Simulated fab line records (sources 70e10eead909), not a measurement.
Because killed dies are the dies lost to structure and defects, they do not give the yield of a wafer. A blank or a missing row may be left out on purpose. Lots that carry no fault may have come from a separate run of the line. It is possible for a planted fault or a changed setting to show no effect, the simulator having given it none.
Chamber matching / flow nandHarc / pecvd-01 running NHARC_THIN_TSV_DEP_47: 3 sister chambers
The step deposits SiO2, target thk 200 nm. 3 wafers are shown with their chamber, then 7 later ones without.

## EACH WAFER AND ITS CHAMBER
wafer=L771.4; chamber=1; throttleValvePct (%)=15.1
wafer=L782.1; chamber=0; throttleValvePct (%)=15.9
wafer=L782.2; chamber=2; throttleValvePct (%)=16.4

## WAFERS WHOSE CHAMBER IS MISSING
wafer=L782.3; throttleValvePct (%)=15.7
wafer=L781.3; throttleValvePct (%)=16.1
wafer=L781.4; throttleValvePct (%)=16.3
wafer=L781.6; throttleValvePct (%)=15.5
wafer=L784.1; throttleValvePct (%)=16.0
wafer=L784.2; throttleValvePct (%)=15.8
wafer=L784.4; throttleValvePct (%)=15.9

## CHAMBER TAKEN BY EACH
wafer=L782.3; from the rows above=0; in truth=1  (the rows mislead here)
wafer=L781.3; from the rows above=can't be placed: 0 or 2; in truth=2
wafer=L781.4; from the rows above=can't be placed: 2 or 0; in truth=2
wafer=L781.6; from the rows above=can't be placed: 0 or 1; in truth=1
wafer=L784.1; from the rows above=can't be placed: 0 or 2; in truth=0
wafer=L784.2; from the rows above=0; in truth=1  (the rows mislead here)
wafer=L784.4; from the rows above=0; in truth=0
Correctly placed: 1 of 7. Cannot be placed on the basis of these rows: 4; the candidates contain the true chamber in 4. Wrongly placed: 2.
How it was worked out, from the rows above alone: a wafer's distance from a chamber is the root of the sum, over the readings, of the square of ((its reading less the chamber's mean) divided by the reading's scatter). If the next closest chamber is less than 2 further off than the closest, the wafer can't be placed; otherwise it belongs to the closest. For every chamber, the mean is computed from those of its wafers that are shown. The scatter: with one shown wafer a chamber, the root of the mean of the squares of how far each hidden wafer lies from its nearest shown one.
